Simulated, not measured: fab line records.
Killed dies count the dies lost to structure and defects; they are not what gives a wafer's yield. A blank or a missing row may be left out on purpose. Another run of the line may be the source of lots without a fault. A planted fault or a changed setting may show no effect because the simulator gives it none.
Which tool was responsible? :: flow n5 finfet :: 12 lots with 36 wafers sampled at 6 steps, on a route of 1938 steps

== WHAT EACH GAUGE READ, for each wafer ==
N5_BEOL_M0_SAQP_CD_MEAS_29: the cd target is 14.4 nm.
lot: L075
measured: day 5 20:39
on: cd sem-02
cd nm (nm): 14.56 14.91 15.46

lot: L077
measured: day 6 13:55
on: cd sem-03
cd nm (nm): 15.09 15.07 15.66

lot: L079
measured: day 7 04:46
on: cd sem-02
cd nm (nm): 14.88 14.93 14.69

lot: L081
measured: day 7 10:25
on: cd sem-01
cd nm (nm): 15.16 15.29 15.00

lot: L083
measured: day 7 22:30
on: cd sem-01
cd nm (nm): 15.12 14.98 14.98

lot: L085
measured: day 8 17:10
on: cd sem-01
cd nm (nm): 14.89 14.97 14.57

lot: L087
measured: day 9 01:36
on: cd sem-03
cd nm (nm): 15.31 15.01 15.06

lot: L089
measured: day 9 13:50
on: cd sem-01
cd nm (nm): 14.88 14.83 15.03

lot: L091
measured: day 10 02:17
on: cd sem-02
cd nm (nm): 14.96 14.95 15.26

lot: L093
measured: day 10 12:11
on: cd sem-03
cd nm (nm): 15.00 14.94 15.21

lot: L095
measured: day 10 22:46
on: cd sem-01
cd nm (nm): 15.36 15.02 15.20

lot: L097
measured: day 11 07:05
on: cd sem-02
cd nm (nm): 14.88 15.21 15.10

== WHAT TOOL EACH LOT RAN ON (gives the tool, then ch and the chambers of the sampled wafers, and finally the start) ==
lot: L075
N5_MOL_CONTACT_COAG_SPUTTER_143: pvd sputter-01, day 4 22:34
N5_MOL_CONTACT_COAG_SPUTTER_130: pvd sputter-03, day 5 00:17
N5_MOL_CONTACT_COAG_CMP_23: cmp-01 ch 0,2,3, day 5 00:33
N5_BEOL_M0_SAQP_PECVD_97: pecvd-02 ch 0,1,2, day 5 14:08
N5_BEOL_M0_SAQP_SPACER1_ALD_98: ald sin-03 ch 0,3, day 5 17:53

lot: L077
N5_MOL_CONTACT_COAG_SPUTTER_143: pvd sputter-02, day 5 18:02
N5_MOL_CONTACT_COAG_SPUTTER_130: pvd sputter-02, day 5 21:38
N5_MOL_CONTACT_COAG_CMP_23: cmp-02 ch 0,3, day 5 21:49
N5_BEOL_M0_SAQP_PECVD_97: pecvd-02 ch 0,1,2, day 6 08:20
N5_BEOL_M0_SAQP_SPACER1_ALD_98: ald sin-04 ch 0,1,3, day 6 11:23

lot: L079
N5_MOL_CONTACT_COAG_SPUTTER_143: pvd sputter-01, day 6 07:20
N5_MOL_CONTACT_COAG_SPUTTER_130: pvd sputter-03, day 6 12:04
N5_MOL_CONTACT_COAG_CMP_23: cmp-01 ch 1,2,3, day 6 12:15
N5_BEOL_M0_SAQP_PECVD_97: pecvd-04 ch 1,2, day 7 00:39
N5_BEOL_M0_SAQP_SPACER1_ALD_98: ald sin-03 ch 0,1,3, day 7 02:20

lot: L081
N5_MOL_CONTACT_COAG_SPUTTER_143: pvd sputter-03, day 6 15:31
N5_MOL_CONTACT_COAG_SPUTTER_130: pvd sputter-01, day 6 18:32
N5_MOL_CONTACT_COAG_CMP_23: cmp-04 ch 1,2, day 6 18:43
N5_BEOL_M0_SAQP_PECVD_97: pecvd-04 ch 0,1, day 7 06:16
N5_BEOL_M0_SAQP_SPACER1_ALD_98: ald sin-03 ch 0,1,3, day 7 07:58

lot: L083
N5_MOL_CONTACT_COAG_SPUTTER_143: pvd sputter-02, day 7 02:02
N5_MOL_CONTACT_COAG_SPUTTER_130: pvd sputter-03, day 7 05:53
N5_MOL_CONTACT_COAG_CMP_23: cmp-04 ch 0,2,3, day 7 06:08
N5_BEOL_M0_SAQP_PECVD_97: pecvd-01 ch 0,1, day 7 18:36
N5_BEOL_M0_SAQP_SPACER1_ALD_98: ald sin-01 ch 0,3, day 7 20:04

lot: L085
N5_MOL_CONTACT_COAG_SPUTTER_143: pvd sputter-02, day 7 21:07
N5_MOL_CONTACT_COAG_SPUTTER_130: pvd sputter-03, day 7 23:43
N5_MOL_CONTACT_COAG_CMP_23: cmp-01 ch 0,2,3, day 7 23:58
N5_BEOL_M0_SAQP_PECVD_97: pecvd-02 ch 0,2, day 8 11:32
N5_BEOL_M0_SAQP_SPACER1_ALD_98: ald sin-03 ch 0,1,3, day 8 13:45

lot: L087
N5_MOL_CONTACT_COAG_SPUTTER_143: pvd sputter-02, day 8 03:10
N5_MOL_CONTACT_COAG_SPUTTER_130: pvd sputter-03, day 8 07:45
N5_MOL_CONTACT_COAG_CMP_23: cmp-01 ch 0,1, day 8 08:03
N5_BEOL_M0_SAQP_PECVD_97: pecvd-02 ch 0,1, day 8 20:01
N5_BEOL_M0_SAQP_SPACER1_ALD_98: ald sin-04 ch 0,1,3, day 8 23:04

lot: L089
N5_MOL_CONTACT_COAG_SPUTTER_143: pvd sputter-03, day 8 13:41
N5_MOL_CONTACT_COAG_SPUTTER_130: pvd sputter-01, day 8 16:38
N5_MOL_CONTACT_COAG_CMP_23: cmp-04 ch 2,3, day 8 16:50
N5_BEOL_M0_SAQP_PECVD_97: pecvd-02 ch 1,2, day 9 09:21
N5_BEOL_M0_SAQP_SPACER1_ALD_98: ald sin-03 ch 0,3, day 9 11:16

lot: L091
N5_MOL_CONTACT_COAG_SPUTTER_143: pvd sputter-02, day 9 06:20
N5_MOL_CONTACT_COAG_SPUTTER_130: pvd sputter-01, day 9 09:26
N5_MOL_CONTACT_COAG_CMP_23: cmp-01 ch 1,2,3, day 9 09:37
N5_BEOL_M0_SAQP_PECVD_97: pecvd-02 ch 0,2, day 9 21:25
N5_BEOL_M0_SAQP_SPACER1_ALD_98: ald sin-03 ch 2,3, day 9 23:20

lot: L093
N5_MOL_CONTACT_COAG_SPUTTER_143: pvd sputter-03, day 9 17:29
N5_MOL_CONTACT_COAG_SPUTTER_130: pvd sputter-02, day 9 20:53
N5_MOL_CONTACT_COAG_CMP_23: cmp-01 ch 1,2,3, day 9 21:08
N5_BEOL_M0_SAQP_PECVD_97: pecvd-01 ch 0,1, day 10 08:03
N5_BEOL_M0_SAQP_SPACER1_ALD_98: ald sin-01 ch 0,3, day 10 09:38

lot: L095
N5_MOL_CONTACT_COAG_SPUTTER_143: pvd sputter-03, day 10 02:52
N5_MOL_CONTACT_COAG_SPUTTER_130: pvd sputter-02, day 10 04:37
N5_MOL_CONTACT_COAG_CMP_23: cmp-01 ch 1,2,3, day 10 04:52
N5_BEOL_M0_SAQP_PECVD_97: pecvd-02 ch 0,1,2, day 10 17:40
N5_BEOL_M0_SAQP_SPACER1_ALD_98: ald sin-04 ch 0,1,3, day 10 19:15

lot: L097
N5_MOL_CONTACT_COAG_SPUTTER_143: pvd sputter-03, day 10 10:26
N5_MOL_CONTACT_COAG_SPUTTER_130: pvd sputter-01, day 10 13:50
N5_MOL_CONTACT_COAG_CMP_23: cmp-02 ch 0,2, day 10 14:04
N5_BEOL_M0_SAQP_PECVD_97: pecvd-02 ch 1,2, day 11 02:24
N5_BEOL_M0_SAQP_SPACER1_ALD_98: ald sin-04 ch 0,1,2, day 11 04:05
- N5_MOL_CONTACT_COAG_SPUTTER_143: material Co, target thk 2.5 nm.
- N5_MOL_CONTACT_COAG_SPUTTER_130: material Co, target thk 47.5 nm.
- N5_MOL_CONTACT_COAG_CMP_23: polishes, stops on SiO2, t overpolish 1.5 s, target thk 0 nm.
- N5_BEOL_M0_SAQP_PECVD_97: deposits SiNx from SiH4/NH3/N2, target thk 23 nm, time 19.9 s.
- N5_BEOL_M0_SAQP_SPACER1_ALD_98: deposits SiO2, target thk 12.8 nm, pulse time 1 s, purge time 2 s.

== THE ANSWER, worked out from the rows above alone ==
Rule: what is usual is taken from the lots themselves. The widest of any qualifying gaps counts: lots, ordered by their means at a reading, are off when they make up no more than a third of the lots, leave a main group of 4 or more, and stand apart from it by 3 or more times the standard deviation of that group's means. A main group is skipped when, at the precision printed for the reading in the tables above, its means are all equal. A lot without any number at a reading at which 4 lots or more have one is off too. Where the step has rows for the other lots, those lots are counted as sound.
No lot is off at any reading shown: from this, nothing can be told.

== WHAT THE SIMULATOR PUT IN ==
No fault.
